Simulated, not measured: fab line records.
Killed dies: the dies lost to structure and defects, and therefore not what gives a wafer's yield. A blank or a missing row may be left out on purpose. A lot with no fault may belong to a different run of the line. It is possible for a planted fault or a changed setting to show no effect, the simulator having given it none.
Chamber matching -- flow n5-finfet -- N5_BEOL_M4_ETCH_74 on rie-diel-06: 4 sister chambers
The step etches underlayer in N2/H2, target depth 6.5 nm, time 5.2 s. 8 wafers are shown with their chamber, then 9 later ones without.

WAFERS PAIRED WITH THEIR CHAMBERS
wafer,chamber,drypump-motor-current-A (A),showerhead-plenum-p-Torr (Torr)
L075.6,2,6.8,2.52
L079.2,0,5.8,2.55
L079.6,2,6.8,2.52
L081.1,1,5.7,2.46
L081.5,3,5.5,2.56
L086.1,3,5.4,2.56
L086.3,0,5.7,2.54
L086.4,1,5.8,2.45

WAFERS WITH NO CHAMBER GIVEN
wafer,drypump-motor-current-A (A),showerhead-plenum-p-Torr (Torr)
L089.1,5.8,2.54
L089.4,5.8,2.54
L089.6,5.4,2.56
L092.1,6.8,2.51
L092.4,5.4,2.55
L092.5,6.8,2.51
L097.2,5.8,2.45
L097.4,5.8,2.53
L097.6,5.4,2.55

EACH ONE'S CHAMBER
wafer,from the rows above,in truth
L089.1,0,0
L089.4,0,0
L089.6,3,3
L092.1,2,2
L092.4,3,3
L092.5,2,2
L097.2,1,1
L097.4,0,0
L097.6,3,3
9 of 9 placed correctly. Not placeable from these rows: 0. Placed wrongly: 0.
How it was worked out, from the rows above alone: a wafer's distance from a chamber is the root of the sum, over the readings, of the square of ((its reading less the chamber's mean) divided by the reading's scatter). The wafer belongs to the nearest chamber; if the next one is less than 2 further off, it can't be placed. A chamber's mean is the mean of its shown wafers. The scatter: take each reading less its chamber's mean, square it, sum over the shown wafers, divide by the number of wafers less the number of chambers, and take the root.
